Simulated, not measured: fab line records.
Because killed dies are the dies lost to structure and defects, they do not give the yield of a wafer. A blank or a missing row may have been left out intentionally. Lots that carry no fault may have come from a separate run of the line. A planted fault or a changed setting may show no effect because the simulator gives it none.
Split-lot trial / flow n5Finfet / 7 lots, 21 wafers read, on a route of 1938 steps

== THE SPLIT ==
At N5_BEOL_M13_SPUTTER_43 (material TaN, target thk 15 nm, time 24.19 s), the setting timeS was moved away from the recipe's 24.19 s on 7 of the 21 wafers read, by -10.5% to +11.6%. For the rest of the wafers, this setting stayed at what the recipe calls for.

The reading is taken at the split's own step.

== THE READING ==
TaN_of_BEOL_M13_SPUTTER_43.thkNm (the simulator's own value, which no gauge read), in nm, at N5_BEOL_M13_SPUTTER_43 (material TaN, target thk 15 nm, time 24.19 s). There is no usual value for it anywhere in the file. Across the 14 wafers here that went through the recipe, the average is 14.9 nm and the standard deviation 0.18 nm.

wafer=L080.4; tool, chamber at the split=pvdSputter-01, -; timeS as run, s=24.19; against the recipe=recipe; TaN_of_BEOL_M13_SPUTTER_43.thkNm, nm=14.8; against lot-mates on the recipe=-
wafer=L080.5; tool, chamber at the split=pvdSputter-01, -; timeS as run, s=24.19; against the recipe=recipe; TaN_of_BEOL_M13_SPUTTER_43.thkNm, nm=14.8; against lot-mates on the recipe=-
wafer=L080.6; tool, chamber at the split=pvdSputter-01, -; timeS as run, s=24.19; against the recipe=recipe; TaN_of_BEOL_M13_SPUTTER_43.thkNm, nm=14.6; against lot-mates on the recipe=-
wafer=L083.1; tool, chamber at the split=pvdSputter-03, -; timeS as run, s=24.19; against the recipe=recipe; TaN_of_BEOL_M13_SPUTTER_43.thkNm, nm=15; against lot-mates on the recipe=-
wafer=L083.3; tool, chamber at the split=pvdSputter-03, -; timeS as run, s=23.15; against the recipe=-4.3%; TaN_of_BEOL_M13_SPUTTER_43.thkNm, nm=14.2; against lot-mates on the recipe=-0.7
wafer=L083.4; tool, chamber at the split=pvdSputter-03, -; timeS as run, s=24.19; against the recipe=recipe; TaN_of_BEOL_M13_SPUTTER_43.thkNm, nm=14.8; against lot-mates on the recipe=-
wafer=L082.1; tool, chamber at the split=pvdSputter-01, -; timeS as run, s=21.64; against the recipe=-10.5%; TaN_of_BEOL_M13_SPUTTER_43.thkNm, nm=13.2; against lot-mates on the recipe=-1.7
wafer=L082.3; tool, chamber at the split=pvdSputter-01, -; timeS as run, s=24.19; against the recipe=recipe; TaN_of_BEOL_M13_SPUTTER_43.thkNm, nm=15; against lot-mates on the recipe=-
wafer=L082.4; tool, chamber at the split=pvdSputter-01, -; timeS as run, s=24.19; against the recipe=recipe; TaN_of_BEOL_M13_SPUTTER_43.thkNm, nm=14.8; against lot-mates on the recipe=-
wafer=L085.1; tool, chamber at the split=pvdSputter-01, -; timeS as run, s=24.19; against the recipe=recipe; TaN_of_BEOL_M13_SPUTTER_43.thkNm, nm=14.6; against lot-mates on the recipe=-
wafer=L085.2; tool, chamber at the split=pvdSputter-01, -; timeS as run, s=22.24; against the recipe=-8.1%; TaN_of_BEOL_M13_SPUTTER_43.thkNm, nm=13.6; against lot-mates on the recipe=-1.0
wafer=L085.3; tool, chamber at the split=pvdSputter-01, -; timeS as run, s=22.24; against the recipe=-8.1%; TaN_of_BEOL_M13_SPUTTER_43.thkNm, nm=13.6; against lot-mates on the recipe=-1.0
wafer=L087.3; tool, chamber at the split=pvdSputter-03, -; timeS as run, s=24.19; against the recipe=recipe; TaN_of_BEOL_M13_SPUTTER_43.thkNm, nm=15; against lot-mates on the recipe=-
wafer=L087.6; tool, chamber at the split=pvdSputter-03, -; timeS as run, s=24.19; against the recipe=recipe; TaN_of_BEOL_M13_SPUTTER_43.thkNm, nm=15; against lot-mates on the recipe=-
wafer=L087.4; tool, chamber at the split=pvdSputter-03, -; timeS as run, s=24.19; against the recipe=recipe; TaN_of_BEOL_M13_SPUTTER_43.thkNm, nm=15.2; against lot-mates on the recipe=-
wafer=L092.1; tool, chamber at the split=pvdSputter-01, -; timeS as run, s=24.19; against the recipe=recipe; TaN_of_BEOL_M13_SPUTTER_43.thkNm, nm=15; against lot-mates on the recipe=-
wafer=L092.4; tool, chamber at the split=pvdSputter-01, -; timeS as run, s=24.19; against the recipe=recipe; TaN_of_BEOL_M13_SPUTTER_43.thkNm, nm=14.8; against lot-mates on the recipe=-
wafer=L092.5; tool, chamber at the split=pvdSputter-01, -; timeS as run, s=26.99; against the recipe=+11.6%; TaN_of_BEOL_M13_SPUTTER_43.thkNm, nm=16.6; against lot-mates on the recipe=+1.7
wafer=L093.1; tool, chamber at the split=pvdSputter-01, -; timeS as run, s=22.33; against the recipe=-7.7%; TaN_of_BEOL_M13_SPUTTER_43.thkNm, nm=14; against lot-mates on the recipe=-1.2
wafer=L093.4; tool, chamber at the split=pvdSputter-01, -; timeS as run, s=22.33; against the recipe=-7.7%; TaN_of_BEOL_M13_SPUTTER_43.thkNm, nm=14; against lot-mates on the recipe=-1.2
wafer=L093.6; tool, chamber at the split=pvdSputter-01, -; timeS as run, s=24.19; against the recipe=recipe; TaN_of_BEOL_M13_SPUTTER_43.thkNm, nm=15.2; against lot-mates on the recipe=-

THE FIT
A straight line over all 21 wafers: TaN_of_BEOL_M13_SPUTTER_43.thkNm changes by +0.147 nm for each +1% of timeS; r = +0.97; the points scatter about the line by 0.18 nm.
The same after taking each lot's own level away (the mean of its wafers on the recipe; 21 wafers): +0.147 nm for each +1%; r = +0.99; scatter 0.11 nm.
On that fit, the largest move of timeS shifts the reading by 1.7 nm.
Measured against the standard deviation above, the lots' own levels, which go from 14.60 to 15.20 nm, span 3.3 times it.
Consequently the slope shifts little with the lot-to-lot level, the two slopes agreeing.
Check: for one of the wafers moved furthest among these (+11.6%), held out of the fit, the line's prediction against its lot-mates is +1.7 nm. Against them it came out at +1.7 nm.

== OTHER SPLITS ON THESE WAFERS ==
Note: prior to the reading, these wafers also went through further splits. Each is held against what the fit with the lots' levels taken away leaves over:
other split on the same wafers=N5_BEOL_M12_EXPOSE_07 doseMj; wafers away from the commonest value=11; r with TaN_of_BEOL_M13_SPUTTER_43.thkNm (lot level and that fit taken away)=+0.44
other split on the same wafers=N5_BEOL_M13_COAT_66 spinRpm; wafers away from the commonest value=6; r with TaN_of_BEOL_M13_SPUTTER_43.thkNm (lot level and that fit taken away)=+0.17
other split on the same wafers=N5_BEOL_M13_DESCUM_33 timeS; wafers away from the commonest value=4; r with TaN_of_BEOL_M13_SPUTTER_43.thkNm (lot level and that fit taken away)=+0.02

== FILE'S OWN FIT ==
TaN_of_BEOL_M13_SPUTTER_43.thkNm changes by +0.149 nm for each +1% of timeS, r = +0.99.
